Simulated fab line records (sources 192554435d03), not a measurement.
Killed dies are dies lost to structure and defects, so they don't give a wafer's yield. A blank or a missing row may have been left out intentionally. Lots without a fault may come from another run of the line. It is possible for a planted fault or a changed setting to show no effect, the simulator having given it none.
One fault seen from 2 desks || flow n5_finfet || only its own numbers are on each desk; what lay behind them is given at the end

## TOOL OWNER'S DESK, ald_metal-02
The tool's own readings at N5_BEOL_M10_ALD_74 (deposits TaN, target thk 2 nm, pulse time 2 s, purge time 3 s): means of the sampled wafers that have a number, for each lot that ran on this tool. Any lot whose mean is over 4 standard deviations away from the usual mean is out of limits and marked OUT; that distance is given in the brackets.
Columns: A = heater_power_w at N5_BEOL_M10_ALD_74, usual 408 W
{"lot": "L708", "first seen here": "day 9 23:07", "A": 408}
{"lot": "L713", "first seen here": "day 11 21:54", "A": 394}
{"lot": "L722", "first seen here": "day 13 18:07", "A": 411}
{"lot": "L727", "first seen here": "day 15 04:07", "A": 408}
{"lot": "L726", "first seen here": "day 15 04:27", "A": 398}
Result from this desk: across the 5 lots, nothing is out of limits.

## METROLOGY DESK
What the gauges read for every lot (on any tool): the sampled wafers with a number, averaged. Any lot whose mean is over 4 standard deviations away from the usual mean is out of limits and marked OUT; that distance is given in the brackets.
Columns: A = trench_depth_nm at N5_BEOL_M10_OCD_MEAS_38, usual 147.8 nm; B = cd_nm at N5_BEOL_M10_CD_MEAS_35, usual 70.2 nm
{"lot": "L708", "first seen here": "day 9 22:08", "A": 146.3, "B": 69.9}
{"lot": "L713", "first seen here": "day 11 19:19", "A": 149.8, "B": 70.5}
{"lot": "L722", "first seen here": "day 13 17:13", "A": 147.8, "B": 70.3}
{"lot": "L727", "first seen here": "day 15 03:07", "A": 147.2, "B": 69.2}
{"lot": "L726", "first seen here": "day 15 03:17", "A": 147.8, "B": 69.4}
{"lot": "L729", "first seen here": "day 15 10:52", "A": 148.7, "B": 70.4}
{"lot": "L730", "first seen here": "day 15 13:53", "A": 146.5, "B": 70.8}
Result from this desk: across the 7 lots, nothing is out of limits.

## BROUGHT TOGETHER
The desk of the tool owner found nothing out of limits.
The metrology desk saw nothing out of limits.

## WHAT THE SIMULATOR HAD PUT IN
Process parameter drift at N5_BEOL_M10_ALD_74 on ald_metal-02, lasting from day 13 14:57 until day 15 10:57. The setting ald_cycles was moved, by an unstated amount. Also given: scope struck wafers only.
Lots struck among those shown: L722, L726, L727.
